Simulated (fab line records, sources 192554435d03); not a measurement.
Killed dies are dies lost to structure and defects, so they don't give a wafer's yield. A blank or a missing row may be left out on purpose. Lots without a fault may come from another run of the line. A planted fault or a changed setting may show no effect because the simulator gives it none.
fab line records | flow n5_finfet
record lots=4 wafers=12 last_day=18
route steps=1938 shown DUMMY_GATE@248 SPACER0@258 SD_EPI_N@262 BEOL_M4@1111 PASSIVATION@1936
lots that met no fault: from a run of the same line without faults
start_h: hours from the record's first day to the start of the lot's first wafer shown | wait_h: hours since the lot's step before | " the same as in the row above | L1.1+2: a row that stands for several wafers | - no value, or no start given | * or withheld: withheld | < > ~ a bound
route shown NAME@n: a module of which the file shows steps, and the number in the route of the first | usual: mean/standard deviation of fault-free wafers | same: alike in all rows | chamber/n: place in a boat | sites: the reading at each site | _std_site: their standard deviation | _edge_site: outer sites' mean less inner sites' | radius_mm: how far each site lies from the wafer's centre | mask NAME#n: copy n | behind: the tool/chamber that last shaped the wafer | hold: why the lot was held/for how many hours/how that ended | device: the transistor (n, p or np) that didn't switch | end of line: the same wafers' tests at the end of the route | a step without rows: its recipe alone | killed: dies lost to structure and defects at the first sort, not the wafer's yield | map: a wafer's dies, x killed, . not, _ none there
set.NAME: the setting as run; set.NAME@STEP: as run at that earlier step | model.NAME: the simulator's own value behind a step, which no gauge read
lots at some steps of the route; a table a step, a row a wafer
services: from which hour (start_h, from the record's first day; less than 0 if before it) a tool's chamber was out of use, for how many hours, and why
## steps
# step N5_DUMMY_GATE_ETCH_44
# recipe chemistry=HBr/O2 over_etch_frac=0.7 target_depth_a=1275 stop_on=SiO2 ion_energy_ev=60 bias_w=20 target=poly-Si mask_material=SiO2 pressure_mtorr=20 icp_w=400 HBr_flow_sccm=120 O2_flow_sccm=10
# step N5_DUMMY_GATE_ETCH_42
# recipe chemistry=CHF3/O2 target=SiO2 target_depth_a=35 time_s=31 ion_energy_ev=30 bias_w=12 pressure_mtorr=30 source_w=600 Ar_flow_sccm=200 CHF3_flow_sccm=50 O2_flow_sccm=5
# step N5_DUMMY_GATE_STRIP_48
# recipe chemistry=N2/H2 time_s=20 power_w=100 temp_c=40 pressure_mtorr=100 rf_frequency_hz=6e+07 bias_power_w=3 n2_flow_sccm=300 h2_flow_sccm=300
# step N5_DUMMY_GATE_PRECLEAN_33
# recipe chemistry=dHF time_s=10 dilution=750:1 temp_c=25
# step N5_DUMMY_GATE_PRECLEAN_25
# recipe chemistry=O3/DIW time_s=45 temp_c=22 o3_ppm=10
# step N5_DUMMY_GATE_PRECLEAN_51
# recipe chemistry=SC2 time_s=45 temp_c=35 mix=1:1:50
# step N5_DUMMY_GATE_SRD_26
# recipe dry=ipa_marangoni time_s=30 temp_c=23 rinse_liquid=diw
# step N5_DUMMY_GATE_UV_OZONE_45
# recipe time_s=120 pressure_torr=760 temp_c=25
# step N5_SPACER0_ALD_07
# recipe material=SiNx target_thk_a=20 temp_c=400 ald_precursor_family=SiH2I2 ald_co_reactant=N2/H2-plasma pressure_torr=2
# step N5_SPACER0_ALD_00
# recipe material=SiOCN target_thk_a=35 temp_c=400 ald_precursor_family=alkyl-aminosilane ald_co_reactant=O2/N2-plasma pulse_time_s=3 purge_time_s=2 co_reactant_purge_time_s=2 ald_cycles=58 pressure_torr=2
# step N5_SPACER0_ALD_08
# recipe material=SiNx target_thk_a=20 temp_c=400 ald_precursor_family=SiH2I2 ald_co_reactant=N2/H2-plasma pressure_torr=2
# usual chamber_pressure_Torr=2.000/0.0046 heater_power_outer_w=509/55 heater_power_w=814/90 susceptor_temp_C=400.04/0.2
# columns lot.wafer tool chamber start_h wait_h chamber_pressure_Torr heater_power_outer_w heater_power_w susceptor_temp_C
L499.1 ald_sin-02 2 82.96 0.1 2.002 530 898 399.99
L499.5 " 2 " " 2.003 524 913 400.21
L499.6 " 3 " " 1.995 472 733 400.27
L506.4 ald_sin-02 3 134.47 0.1 - - - -
L506.5 " 3 " " - - - -
L506.6 " 2 " " - - - -
L507.1 ald_sin-02 1 135.90 0.1 - - - -
L507.4 " 3 " " - - - -
L507.6 " 1 " " - - - -
L515.2 ald_sin-03 2 180.53 0.1 2.005 451 680 399.90
L515.3 " 0 " " 1.994 609 946 400.13
L515.6 " 1 " " 1.999 446 749 399.91
# step N5_SD_EPI_N_COAT_32
# recipe resist=SOC temp_c=250 time_s=60 spin_rpm=1500 resist_thk_nm=350
# step N5_SD_EPI_N_COAT_33
# recipe resist=SiARC temp_c=220 time_s=60 spin_rpm=1500 resist_thk_nm=35
# step N5_SD_EPI_N_COAT_03
# recipe resist=CAR-ArF-block spin_rpm=1500 resist_thk_nm=150
# step N5_SD_EPI_N_EBR_05
# recipe solvent=PGMEA ebr_width_mm=1.5
# step N5_SD_EPI_N_SOFTBAKE_04
# recipe temp_c=110 time_s=60 resist=CAR-ArF-block
# step N5_SD_EPI_N_EXPOSE_06
# recipe mask_id=SD_N_BLK na=1.35 source_shape=conventional sigma_outer=0.8 polarization=unpolarized target_cd_nm=120 dose_mj=39.75
# step N5_SD_EPI_N_PEB_07
# recipe peb_temp_c=110 peb_time_s=60 resist=CAR-ArF-block
# step N5_SD_EPI_N_DEVELOP_08
# recipe develop_time_s=30 developer=TMAH resist=CAR-ArF-block dev_temp_c=23 rinse_liquid=diw dry=air_spin
# step N5_SD_EPI_N_DESCUM_14
# recipe chemistry=O2 time_s=7.9 source_power_w=50 bias_power_w=20 pressure_mtorr=20 rf_frequency_hz=2.712e+07 temp_c=40 resist=CAR-ArF-block o2_flow_sccm=225
# step N5_SD_EPI_N_ETCH_34
# recipe chemistry=CF4 target=SiARC target_depth_a=455 mask_material=CAR-ArF-block time_s=75.8 ion_energy_ev=80 pressure_mtorr=40 source_w=545 bias_w=36 Ar_flow_sccm=100 cf4_flow_sccm=100 ends=cleared
# step N5_SD_EPI_N_ETCH_35
# recipe chemistry=N2/H2 target=SOC overetch_a=1080 mask_material=SiARC temp_c=40 ion_energy_ev=100 source_w=3000 bias_w=133 pressure_mtorr=20 time_s=486 n2_flow_sccm=200 h2_flow_sccm=200
# step N5_SD_EPI_N_STRIP_36
# recipe chemistry=N2/H2 temp_c=40 n2_flow_sccm=200 h2_flow_sccm=200 rf_frequency_hz=6e+07
# step N5_SD_EPI_N_ETCHBACK_44
# recipe chemistry=CH3F/O2 mode=anisotropic_etchback target=SiNx target_depth_a=145 stop_on=SiO2 over_etch_frac=0.3 ion_energy_ev=120 pressure_mtorr=30 source_w=395 bias_w=73 Ar_flow_sccm=150 CH3F_flow_sccm=30 O2_flow_sccm=20
# step N5_SD_EPI_N_ETCH_45
# recipe chemistry=CH3F/O2 target=SiOCN target_depth_a=60 mask_material=SOC ion_energy_ev=60 bias_w=29 pressure_mtorr=15 source_w=410 Ar_flow_sccm=150 CH3F_flow_sccm=30 O2_flow_sccm=20
# step N5_SD_EPI_N_ETCH_16
# recipe chemistry=CHF3/O2 target=SiO2 target_depth_a=50 mask_material=SOC pressure_mtorr=30 source_w=650 bias_w=170 Ar_flow_sccm=200 CHF3_flow_sccm=50 O2_flow_sccm=5 ion_energy_ev=200
# step N5_SD_EPI_N_STRIP_47
# recipe chemistry=CHF3/O2 resist=SiARC rf_frequency_hz=6e+07
# step N5_SD_EPI_N_SD_RECESS_17
# recipe chemistry=HBr/Cl2/O2 target_depth_a=410 mask_material=SOC time_s=23.7 bt_time_s=3 pressure_mtorr=10 icp_w=800 bias_w=112 HBr_flow_sccm=150 Cl2_flow_sccm=80 O2_flow_sccm=12
# step N5_SD_EPI_N_STRIP_38
# recipe chemistry=N2/H2 power_w=1000 temp_c=250 h2_frac=0.65 overash_fraction=0.3 pressure_mtorr=withheld n2_flow_sccm=1750 h2_flow_sccm=3250
# step N5_SD_EPI_N_WET_ETCH_43
# recipe chemistry=dHF dilution=withheld time_s=14 target=SiO2 target_depth_a=15 temp_c=25
# step N5_SD_EPI_N_STRIP_18
# recipe chemistry=SPM time_s=750 temp_c=130 h2so4_h2o2_vol_ratio=4
# step N5_SD_EPI_N_SRD_20
# recipe dry=ipa_marangoni do_ppb=5 time_s=30 temp_c=23 rinse_liquid=diw
# step N5_SD_EPI_N_PRECLEAN_48
# recipe chemistry=NF3:NH3 afs_cycles=2 temp_c=30 time_s=20 sublimation_temp_c=180 sublimation_time_s=60 pressure_torr=3 rf_power_w=30
# step N5_SD_EPI_N_VAPOR_ETCH_50
# recipe chemistry=HCl target=Si temp_c=775 time_s=54 pressure_torr=20 mode=isotropic
# step N5_SD_EPI_N_EPI_21
# recipe material=Si:P dopant=P temp_c=680 pressure_torr=255 time_s=690
# step N5_BEOL_M4_RC_MEAS_101
# usual DIBL_N=36.3/1.9 DIBL_P=36.0/2.1 IOFF_N=0.16/0.031 IOFF_N_85C=3.1/0.5 IOFF_N_LIN=0.073/0.012 IOFF_N_LONG=5.58e-05/2.3e-06 IOFF_P=0.21/0.035 IOFF_P_85C=3.6/0.5 IOFF_P_LIN=0.100/0.012 ION_N=675/14 ION_P=464/8.5 REXT_N=75.3/1.6 REXT_P=100.2/2.6 SS_N=71.5/0.6 SS_P=73.3/0.72 VT_N=250/3.2 VT_N_LVT=99/3.2 VT_P=-250/3.1 VT_P_LVT=-98.9/2.6
# columns lot.wafer tool chamber start_h wait_h DIBL_N[mV/V] DIBL_P[mV/V] IOFF_N[nA/um] IOFF_N_85C[nA/um] IOFF_N_LIN[nA/um] IOFF_N_LONG[nA/um] IOFF_P[nA/um] IOFF_P_85C[nA/um] IOFF_P_LIN[nA/um] ION_N[uA/um] ION_P[uA/um] REXT_N[ohm.um] REXT_P[ohm.um] SS_N[mV/dec] SS_P[mV/dec] VT_N[mV] VT_N_LVT[mV] VT_P[mV] VT_P_LVT[mV]
L499.1 prober-02 0 198.27 0.0 38.9 37.7 0.18 3.4 0.081 5.63e-05 0.23 3.9 0.106 687 463 74.7 98.5 71.9 73.9 248 98 -250 -96.7
L499.5 " 0 " " 38.9 38.4 0.19 3.5 0.086 5.59e-05 0.24 4.0 0.108 706 476 75.3 98.1 71.7 74.3 250 97 -250 -96.3
L499.6 " 0 " " 37.5 36.1 0.18 3.4 0.080 5.69e-05 0.20 3.5 0.098 678 467 74.1 99.6 71.7 73.4 248 96 -249 -100.1
L507.1 prober-01 0 285.09 0.0 53.1 47.3 0.68 10.6 0.228 6.6e-05 0.77 11.0 0.304 751 519 61.4 80.1 75.1 74.6 228 74 -225 -73.8
L507.4 " 0 " " 53.9 48.9 0.77 11.7 0.258 6.63e-05 0.91 12.5 0.345 772 539 62.3 80.4 75.3 75.6 225 73 -222 -71.1
L507.6 " 0 " " 52.2 47.3 0.63 10.0 0.225 6.63e-05 0.82 11.4 0.322 771 543 62.2 79.7 75.4 75.1 226 76 -225 -72.9
L506.4 prober-02 0 320.52 0.5 53.3 50.5 0.68 10.8 0.233 5.96e-05 0.97 13.1 0.336 768 527 62.0 82.6 75.2 76.1 228 74 -223 -70.9
L506.5 " 0 " " 52.9 51.0 0.71 10.9 0.240 5.98e-05 0.94 12.9 0.333 765 527 61.4 84.2 74.1 76.4 228 74 -227 -72.4
L506.6 " 0 " " 50.5 47.8 0.53 8.5 0.190 5.95e-05 0.77 10.9 0.288 747 520 62.0 83.8 73.8 75.2 232 79 -227 -74.6
L515.2 prober-02 0 324.74 0.2 35.5 35.9 0.15 2.9 0.073 5.73e-05 0.22 3.8 0.105 698 483 74.4 99.3 71.4 73.2 249 98 -250 -97.8
L515.3 " 0 " " 33.4 33.9 0.11 2.3 0.057 5.64e-05 0.20 3.5 0.098 652 462 75.8 99.1 71.5 71.7 255 104 -248 -98.7
L515.6 " 0 " " 34.1 34.3 0.13 2.6 0.064 5.52e-05 0.20 3.4 0.099 683 478 76.2 101.0 72.3 72.5 253 101 -250 -99.6
# step N5_PASSIVATION_PROBE_49
# usual defect_limited_yield=91.0/1.5 killed_at_M0_to_M3=32/9.6 killed_at_M4_up=13/4.7 killed_at_contacts=13/7.2 killed_at_front_end=44/13 killed_at_other=4/3.4 killed_dies=106/18 killed_open=70/13 killed_short=35/8 sort_bin_4_leakage=0/0 sort_bin_5_function=5.3/0.97 sort_bin_6_memory=3.4/0.73 sort_n_pass=1074/18 sort_yield_pct=91.0/1.5
# same gross_dies=1180 killed_at_back_side=0 sort_bin_8_speed[%]=0
# columns lot.wafer tool chamber start_h wait_h defect_limited_yield[%] killed_at_M0_to_M3 killed_at_M4_up killed_at_contacts killed_at_front_end killed_at_other killed_dies killed_open killed_short sort_bin_4_leakage[%] sort_bin_5_function[%] sort_bin_6_memory[%] sort_n_pass sort_yield_pct[%]
L499.1 prober-02 - 279.56 0.0 90.3 29 11 29 44 2 115 73 42 0 5.8 3.5 1065 90.3
L499.5 prober-02 - 279.76 0.2 91.9 27 7 21 27 13 95 64 31 0 4.8 2.9 1085 91.9
L499.6 prober-02 - 279.81 0.3 90.2 29 9 21 50 7 116 69 47 0 5.8 3.6 1064 90.2
L507.1 prober-02 - 375.90 0.0 92.1 49 14 10 17 3 93 68 21 91.69 5.3 2.4 5 0.4
L507.4 prober-02 - 376.05 0.2 91.7 28 17 5 43 5 98 65 30 91.69 5.1 3.1 0 0
L507.6 prober-02 - 376.15 0.3 91.4 43 16 15 26 1 101 63 35 90.25 5.4 2.6 14 1.2
L515.2 prober-01 - 432.59 0.1 92.4 25 8 8 44 5 90 65 25 0 4.7 2.5 1090 92.4
L515.3 prober-01 - 432.64 0.1 90.4 34 17 9 50 3 113 73 36 0 5.6 3.6 1067 90.4
L515.6 prober-01 - 432.79 0.3 93.1 17 18 13 30 4 82 55 27 0 4.3 2.4 1098 93.1
L506.4 prober-01 - 442.42 0.2 90.4 45 16 3 42 7 113 80 32 90.42 5.8 3.5 0 0
L506.5 prober-01 - 442.47 0.2 91.4 49 16 4 31 2 102 78 24 91.36 4.9 3.5 0 0
L506.6 prober-01 - 442.52 0.3 91.9 30 12 8 43 3 96 67 29 87.12 5.3 2.5 56 4.7
# killed by level:class
L499.1 MOL_CONTACT_COAG:geometric_particle:open=19 FIN_SAQP:geometric_particle:open=13 MOL_CONTACT_COAG:geometric_particle:short=10 FIN_SAQP:geometric_particle:short=9 BEOL_M4:geometric_particle:open=7 STI_FIN_REVEAL:geometric_particle:open=6 BEOL_M0_SAQP:geometric_particle:short=6 BEOL_M1:geometric_particle:open=6
L499.5 MOL_CONTACT_COAG:geometric_particle:open=16 DUMMY_GATE:geometric_particle:open=8 BEOL_M2:geometric_particle:open=8 MOL_CONTACT_COAG:geometric_particle:short=5 BEOL_M1:geometric_particle:open=5 FIN_SAQP:geometric_particle:open=4 STI_FIN_REVEAL:geometric_particle:open=4 BEOL_M0_SAQP:geometric_particle:open=4
L499.6 MOL_CONTACT_COAG:geometric_particle:open=17 FIN_SAQP:geometric_particle:short=15 FIN_SAQP:geometric_particle:open=10 BEOL_M0_SAQP:geometric_particle:short=9 BEOL_M0_SAQP:geometric_particle:open=6 BEOL_M3:geometric_particle:open=6 STI_FIN_REVEAL:geometric_particle:open=5 DUMMY_GATE:geometric_particle:short=4
L507.1 BEOL_M0_SAQP:geometric_particle:open=15 BEOL_M1:geometric_particle:open=10 MOL_CONTACT_COAG:geometric_particle:open=9 BEOL_M0:geometric_particle:short=8 BEOL_M2:geometric_particle:open=6 STI_FIN_REVEAL:geometric_particle:open=5 DUMMY_GATE:geometric_particle:open=4 FIN_SAQP:geometric_particle:open=3
L507.4 BEOL_M0_SAQP:geometric_particle:open=11 FIN_SAQP:geometric_particle:short=10 FIN_SAQP:geometric_particle:open=9 STI_FIN_REVEAL:geometric_particle:open=8 BEOL_M0_SAQP:geometric_particle:short=6 MOL_CONTACT_COAG:geometric_particle:open=5 DUMMY_GATE:geometric_particle:open=5 MIM_BOT:geometric_particle:short=4
L507.6 BEOL_M0_SAQP:geometric_particle:open=12 MOL_CONTACT_COAG:geometric_particle:open=11 BEOL_M0_SAQP:geometric_particle:short=8 BEOL_M0:geometric_particle:short=8 BEOL_M2:geometric_particle:open=6 FIN_SAQP:geometric_particle:open=5 FIN_SAQP:geometric_particle:short=5 BEOL_M4:geometric_particle:open=5
L515.2 FIN_SAQP:geometric_particle:short=11 STI_FIN_REVEAL:geometric_particle:open=11 FIN_SAQP:geometric_particle:open=9 BEOL_M0_SAQP:geometric_particle:open=9 MOL_CONTACT_COAG:geometric_particle:open=7 DUMMY_GATE:geometric_particle:open=6 BEOL_M2:geometric_particle:open=5 BEOL_M1:geometric_particle:open=4
L515.3 STI_FIN_REVEAL:geometric_particle:open=12 MOL_CONTACT_COAG:geometric_particle:open=9 BEOL_M0_SAQP:geometric_particle:short=9 FIN_SAQP:geometric_particle:open=8 FIN_SAQP:geometric_particle:short=8 BEOL_M1:geometric_particle:open=8 BEOL_M0_SAQP:geometric_particle:open=7 BEOL_M4:geometric_particle:open=6
L515.6 BEOL_M4:geometric_particle:open=10 MOL_CONTACT_COAG:geometric_particle:open=9 FIN_SAQP:geometric_particle:short=6 BEOL_M1:geometric_particle:open=6 MOL_CONTACT_COAG:geometric_particle:short=4 STI_FIN_REVEAL:geometric_particle:open=3 DUMMY_GATE:geometric_particle:open=3 ILD0:geometric_particle:short=3
L506.4 BEOL_M2:geometric_particle:open=10 BEOL_M0:geometric_particle:open=9 FIN_SAQP:geometric_particle:open=8 STI_FIN_REVEAL:geometric_particle:open=7 BEOL_M3:geometric_particle:open=6 FIN_SAQP:geometric_particle:short=5 DUMMY_GATE:geometric_particle:open=5 BEOL_M0_SAQP:geometric_particle:short=5
L506.5 BEOL_M0_SAQP:geometric_particle:open=11 BEOL_M2:geometric_particle:open=10 BEOL_M4:geometric_particle:open=9 FIN_SAQP:geometric_particle:open=8 BEOL_M1:geometric_particle:open=8 BEOL_M3:geometric_particle:open=6 FIN_SAQP:geometric_particle:short=5 BEOL_M0_SAQP:geometric_particle:short=5
L506.6 STI_FIN_REVEAL:geometric_particle:open=10 FIN_SAQP:geometric_particle:short=9 BEOL_M1:geometric_particle:open=8 FIN_SAQP:geometric_particle:open=7 MOL_CONTACT_COAG:geometric_particle:open=7 BEOL_M0_SAQP:geometric_particle:open=6 BEOL_M3:geometric_particle:open=5 DUMMY_GATE:geometric_particle:open=4
# map L506.4 (x killed, . not)
_________________.......x....________________
______________.................._____________
___________..x.....................__________
__________......x..................._________
________................x.x......xx..._______
_______.........................x......______
______........x.........x.....x........._____
_____xx........xxx...................x...____
____..................x.xx...x.........x..___
___.x.x.....x..............................__
___.x........x...............x.............__
__.............x........................x.xx_
__...x.................x...................._
_...x.............x....x....x.......x....x...
_..................x..........x.....x....xx..
_........x......................x........x...
_.......x..............x...............xx....
_....x....x........x.......xx................
_.......x...x....x.............x..x.........x
_..........x.............x.........x.........
_.......x........x........x..x.......x.......
__.....x......x.....x......................._
__.x...........x.........x.x..............x._
___.x..............x....x......x....x..x..x__
___x...............x................x..x...__
____....................x...x...........x.___
_____.......x..................x.........____
______.x..x.............x..x..x........._____
_______...x.......x.x..................______
________...............x.........x..x._______
__________........x................x_________
___________...................x..x.__________
______________.......x.......x.._____________
_________________.........x..________________
# map L507.6 (x killed, . not)
_________________..xx....x...________________
______________....xx.xx........._____________
___________.xxx.........x..........__________
__________.........................._________
________.....x........................_______
_______........................x.......______
______..............x..................._____
_____....................................____
____.......................x......x..x....___
___.x......x...x.........x.................__
___.............x.........x.....x.......x..__
__......x...........x..........xx..........x_
__.x....x....x.....x........................_
_....x.....x...x......x.....x...............x
_..........x.................................
_......x.............x.................x..x..
_..........x...........x.....................
_.x....x..............x..........x...........
_....x.......................................
_x.x........x...xx.............x.............
_..........x...............x.x......x........
__.......................x.................x_
__.x.....x...x.x.........x..........x......._
___......x.............xx......x..x........__
___.........................x.........x....__
____.....x..........x....x.....x..........___
_____....................................____
______..................x....xx........x_____
_______...........x.....x....x.........______
________............x....xx..........._______
__________.....x.........x....x..x.._________
___________x........x.............x__________
______________...........xx...x._____________
_________________............________________
## services
# columns tool chamber start_h hours kind
ald_sin-03 - 85.52 14.0 pm
ald_sin-03 0 85.52 14.0 vent_cycle
ald_sin-03 1 85.52 31.7 vent_cycle
ald_sin-03 2 85.52 14.0 vent_cycle
ald_sin-03 3 85.52 14.0 vent_cycle
ald_sin-03 0 99.52 - clean
ald_sin-03 2 99.52 - clean
ald_sin-03 3 99.52 - clean
ald_sin-03 - 111.24 6.0 pm
ald_sin-03 1 120.41 - calibration
ald_sin-03 - 157.30 0.3 repair
ald_sin-02 1 160.35 15.6 repair
ald_sin-02 - 176.75 14.0 pm
ald_sin-02 0 176.75 14.0 vent_cycle
ald_sin-02 1 176.75 14.0 vent_cycle
ald_sin-02 2 176.75 14.0 vent_cycle
ald_sin-02 3 176.75 14.0 vent_cycle
## key
first_sign step=N5_SPACER0_ALD_08 reading=tool_record direction=missing
effect step=N5_BEOL_M4_RC_MEAS_101 reading=IOFF_P direction=up sigmas=19 usual=0.21 struck=0.86
effect step=N5_BEOL_M4_RC_MEAS_101 reading=IOFF_P_LIN direction=up sigmas=18 usual=0.100 struck=0.321
effect step=N5_BEOL_M4_RC_MEAS_101 reading=IOFF_P_85C direction=up sigmas=17 usual=3.6 struck=11.9
effect step=N5_BEOL_M4_RC_MEAS_101 reading=IOFF_N direction=up sigmas=17 usual=0.16 struck=0.67
effect step=N5_BEOL_M4_RC_MEAS_101 reading=IOFF_N_85C direction=up sigmas=15 usual=3.1 struck=10.4
effect step=N5_BEOL_M4_RC_MEAS_101 reading=IOFF_N_LIN direction=up sigmas=14 usual=0.073 struck=0.229
effect step=N5_BEOL_M4_RC_MEAS_101 reading=VT_P_LVT direction=up sigmas=10 usual=-98.9 struck=-72.6
effect step=N5_BEOL_M4_RC_MEAS_101 reading=DIBL_N direction=up sigmas=8.7 usual=36.3 struck=52.7
effect step=N5_BEOL_M4_RC_MEAS_101 reading=REXT_N direction=down sigmas=8.3 usual=75.3 struck=61.9
effect step=N5_BEOL_M4_RC_MEAS_101 reading=VT_P direction=up sigmas=8 usual=-250 struck=-225
effect step=N5_BEOL_M4_RC_MEAS_101 reading=ION_P direction=up sigmas=7.7 usual=464 struck=529
effect step=N5_BEOL_M4_RC_MEAS_101 reading=VT_N_LVT direction=down sigmas=7.4 usual=99 struck=75
effect step=N5_PASSIVATION_PROBE_49 reading=sort_bin_4_leakage direction=up sigmas=99+ usual=0 struck=90.42
met_at N5_SPACER0_ALD_08
struck_wafers L506.4,L506.5,L506.6,L507.1,L507.4,L507.6
onset_between 82.96 134.47
fault kind=skipped_step_whole tool=ald_sin-02 chamber=- onset_h=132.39 steps=N5_SPACER0_ALD_08 scope=struck_lots_only
